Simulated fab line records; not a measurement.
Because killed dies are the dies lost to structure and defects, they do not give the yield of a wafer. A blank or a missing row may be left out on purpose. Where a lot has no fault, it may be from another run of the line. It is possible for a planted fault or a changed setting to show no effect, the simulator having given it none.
Matching of chambers || flow n5-finfet || rie-diel-01 running N5_SDB_ETCH_18: 4 sister chambers
The step etches SOC in N2/H2, target depth 100 nm, overetch 20 nm, time 150 s. 8 wafers are shown with their chamber, then 7 later ones without.

## WAFERS WITH THEIR CHAMBER
{"wafer": "L866.5", "chamber": 0, "drypump-motor-current-A (A)": 6.7, "showerhead-plenum-p-Torr (Torr)": 2.63}
{"wafer": "L869.1", "chamber": 0, "drypump-motor-current-A (A)": 6.7, "showerhead-plenum-p-Torr (Torr)": 2.63}
{"wafer": "L870.1", "chamber": 3, "drypump-motor-current-A (A)": 5.5, "showerhead-plenum-p-Torr (Torr)": 2.52}
{"wafer": "L870.2", "chamber": 2, "drypump-motor-current-A (A)": 5.3, "showerhead-plenum-p-Torr (Torr)": 2.52}
{"wafer": "L873.2", "chamber": 3, "drypump-motor-current-A (A)": 5.5, "showerhead-plenum-p-Torr (Torr)": 2.52}
{"wafer": "L873.6", "chamber": 1, "drypump-motor-current-A (A)": 6.4, "showerhead-plenum-p-Torr (Torr)": 2.58}
{"wafer": "L876.1", "chamber": 1, "drypump-motor-current-A (A)": 6.5, "showerhead-plenum-p-Torr (Torr)": 2.57}
{"wafer": "L876.4", "chamber": 2, "drypump-motor-current-A (A)": 5.3, "showerhead-plenum-p-Torr (Torr)": 2.52}

## WAFERS MISSING THEIR CHAMBER
{"wafer": "L876.5", "drypump-motor-current-A (A)": 6.7, "showerhead-plenum-p-Torr (Torr)": 2.62}
{"wafer": "L885.1", "drypump-motor-current-A (A)": 6.4, "showerhead-plenum-p-Torr (Torr)": 2.56}
{"wafer": "L885.4", "drypump-motor-current-A (A)": 5.3, "showerhead-plenum-p-Torr (Torr)": 2.51}
{"wafer": "L885.6", "drypump-motor-current-A (A)": 5.5, "showerhead-plenum-p-Torr (Torr)": 2.51}
{"wafer": "L887.2", "drypump-motor-current-A (A)": 5.3, "showerhead-plenum-p-Torr (Torr)": 2.51}
{"wafer": "L887.3", "drypump-motor-current-A (A)": 6.7, "showerhead-plenum-p-Torr (Torr)": 2.62}
{"wafer": "L887.4", "drypump-motor-current-A (A)": 6.4, "showerhead-plenum-p-Torr (Torr)": 2.56}

## WHICH CHAMBER EACH ONE RAN IN
{"wafer": "L876.5", "from the rows above": 0, "in truth": 0}
{"wafer": "L885.1", "from the rows above": 1, "in truth": 1}
{"wafer": "L885.4", "from the rows above": 2, "in truth": 2}
{"wafer": "L885.6", "from the rows above": 3, "in truth": 3}
{"wafer": "L887.2", "from the rows above": 2, "in truth": 2}
{"wafer": "L887.3", "from the rows above": 0, "in truth": 0}
{"wafer": "L887.4", "from the rows above": 1, "in truth": 1}
Correctly placed: 7 of 7. Number that these rows cannot place: 0. 0 placed wrongly.
How it was worked out, from the rows above alone: a wafer's distance from a chamber is the root of the sum, over the readings, of the square of ((its reading less the chamber's mean) divided by the reading's scatter). If the next closest chamber is less than 2 further off than the closest, the wafer can't be placed; otherwise it belongs to the closest. For every chamber, the mean is computed from those of its wafers that are shown. How the scatter is found: for the shown wafers, subtract from each reading the mean of its chamber, square and add these, divide the total by (wafers less chambers), then take the root.
